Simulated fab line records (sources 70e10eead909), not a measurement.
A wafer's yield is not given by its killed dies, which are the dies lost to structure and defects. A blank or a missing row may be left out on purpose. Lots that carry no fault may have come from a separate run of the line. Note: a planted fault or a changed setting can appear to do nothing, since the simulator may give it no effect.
Struck lot and sound lot, side by side || flow nand-harc || 23 steps out of a route of 1302
Sound: these wafers, L684.2, L684.3, L684.5. Struck: wafer L680.4 (L680.2, L680.6, from the same lot, were not struck and are left out); the cause is given at the end.
At each step with rows: each side's tool, then ch and its chambers, then its first start. Under that, the readings that differ: sound wafers || struck wafers || difference of the means || sigmas: that difference in standard deviations of wafers without a fault.
alike: words and numbers the same on both sides, and readings whose means are apart by under 2 such deviations; not compared: readings that were withheld, readings missing a value for some wafer, numbers with overlapping values and no deviation given by the record, and bounds like >300 which may hide the same value.
A row with sigmas, a row that says differs or no value, or rows on one side alone: a step with any of these is where the two part. Non-overlapping numbers with no deviation appear without sigmas and do not part them. A reading that every wafer of one side lacks parts them only if that side has two wafers or more.

NHARC_A_M0_INSPECT_27:
  sound on defect-inspect-01, day 31 05:44; struck on defect-inspect-01, day 30 06:18
  alike: raw-defect-count
NHARC_A_M0_PRE_CLEAN_31: time 12 s.
  sound on pecvd-02 ch 0,1, day 31 05:48; struck on pecvd-02 ch 0, day 30 06:22
  alike: heater-power-w
  not compared: since-wet-clean-h
NHARC_A_M0_DEP_32: deposits SiCN, target thk 30 nm.
  sound on pecvd-02 ch 0,1, day 31 05:52; struck on pecvd-02 ch 0, day 30 06:27
  alike: heater-power-w, showerhead-vpp-V
  not compared: since-wet-clean-h
then, 8 steps without rows for these wafers: NHARC_A_M1_DEP_00 (deposits SiOC, target thk 182.5 nm); NHARC_A_M1_DEHYDRATE_01 (time 120 s); NHARC_A_M1_HMDS_02 (time 30 s); NHARC_A_M1_COAT_34 (time 65 s); NHARC_A_M1_COAT_03 (resist thk 90 nm); NHARC_A_M1_SOFTBAKE_04 (time 55 s); NHARC_A_M1_EBR_05; NHARC_A_M1_EXPOSE_06 (exposes mask A M1, target cd 120 nm).
NHARC_A_M1_PEB_07: peb time 65 s.
  sound on litho-track-01 ch 0, day 31 06:55; struck on litho-track-04 ch 0, day 30 07:37
{"reading": "heater-power-total-W (W)", "sound": "157.0 156.7 156.7", "struck": 223.6, "difference": "+66.8", "sigmas": "+99 or more"}
then, 1 step without rows for these wafers: NHARC_A_M1_DEVELOP_08 (develop time 35 s).
NHARC_A_M1_CD_MEAS_09: the cd target is 120 nm.
  sound on cd-sem-01 ch 0, day 31 07:00; struck on cd-sem-02 ch 0
{"reading": "cd-nm (nm)", "sound": "120.3 120.6 120.2", "struck": 95.4, "difference": -25.0, "sigmas": -55}
  not compared: hold
NHARC_A_M1_OVL_MEAS_10: pitch 240 nm.
  sound on overlay-02, day 31 07:05; struck on overlay-02, day 30 12:44
{"reading": "hold", "sound": "- - -", "struck": "await-dispo/4.8h/release", "difference": "no value on the sound wafers", "sigmas": ""}
{"reading": "overlay-x-nm (nm)", "sound": "1.3 1.6 1.5", "struck": -0.4, "difference": -1.9, "sigmas": -2}
  alike: overlay-y-nm
NHARC_A_M1_INSPECT_11:
  sound on defect-inspect-02, day 31 07:07; struck on defect-inspect-01, day 30 12:46
  alike: raw-defect-count
NHARC_A_M1_DESCUM_14: chemistry O2, time 3 s.
  sound on rie-diel-04 ch 0,2, day 31 07:11; struck on rie-diel-11 ch 2, day 30 12:50
{"reading": "model.A_M1.cd-nm (nm)", "sound": "120.8 121.1 121.2", "struck": 95.23, "difference": -25.80, "sigmas": ""}
  alike: drypump-motor-current-A, oes-product-au, rf-vpp-V, showerhead-plenum-p-Torr, throttle-valve-pct
  not compared: rf-hours-counter-h
NHARC_A_M1_ETCH_35: etches the open film in N2/H2, target depth 40 nm, overetch 12 nm, time 43.94 s.
  sound on rie-diel-04 ch 0,1, day 31 07:17; struck on rie-diel-11 ch 3, day 30 12:55
  alike: bias-w, drypump-motor-current-A, oes-product-au, rf-vpp-V, showerhead-plenum-p-Torr, throttle-valve-pct
  not compared: rf-hours-counter-h
NHARC_A_M1_ETCH_15: etches the open film in C4F8/Ar, target depth 182.5 nm, time 91.2 s.
  sound: rie-diel-04 ch 0,1,2; struck: rie-diel-11 ch 2
{"reading": "rf-vpp-V (V)", "sound": "443.6 439.8 439.9", "struck": 436.1, "difference": -5.0, "sigmas": -2}
  alike: bias-w, oes-product-au
  not compared: rf-hours-counter-h
NHARC_A_M1_CD_MEAS_16:
  sound on cd-sem-03, day 31 07:31; struck on cd-sem-02, day 30 13:19
{"reading": "cd-nm (nm)", "sound": "120.9 121.5 121.2", "struck": 95.1, "difference": -26.1, "sigmas": -43}
  not compared: hold
NHARC_A_M1_STRIP_18: strips in N2/H2.
  sound on rie-diel-11 ch 2,3, day 31 07:35; struck on rie-diel-04 ch 2, day 30 22:01
{"reading": "hold", "sound": "- - -", "struck": "await-dispo/2.9h/release", "difference": "no value on the sound wafers", "sigmas": ""}
{"reading": "power-w (W)", "sound": "997.7 994.5 993.3", "struck": 1001.9, "difference": "+6.7", "sigmas": "+2"}
  alike: drypump-motor-current-A, oes-product-au, rf-vpp-V, showerhead-plenum-p-Torr, throttle-valve-pct
  not compared: rf-hours-counter-h
NHARC_A_M1_ETCH_28: etches the open film in CF4/N2, target depth 30 nm, time 72.99 s.
  sound: rie-diel-11 ch 1,2; struck: rie-diel-04 ch 0
{"reading": "model.A_M1.cd-nm (nm)", "sound": "120.8 121.6 122.1", "struck": 95.4, "difference": -26.1, "sigmas": ""}
  alike: bias-w, drypump-motor-current-A, oes-product-au, rf-vpp-V, showerhead-plenum-p-Torr, throttle-valve-pct
  not compared: rf-hours-counter-h
then, 1 step without rows for these wafers: NHARC_A_M1_STRIP_19 (strips in post etch residue remover, time 600 s).

## WHERE THEY PART
First at NHARC_A_M1_PEB_07; last, within this record, at NHARC_A_M1_STRIP_18. Later steps at which nothing parts them and some readings are alike: NHARC_A_M1_ETCH_28.

WHY: what the simulator had put in
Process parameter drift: litho-track-04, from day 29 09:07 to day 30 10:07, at NHARC_A_M1_PEB_07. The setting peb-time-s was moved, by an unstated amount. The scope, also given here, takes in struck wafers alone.
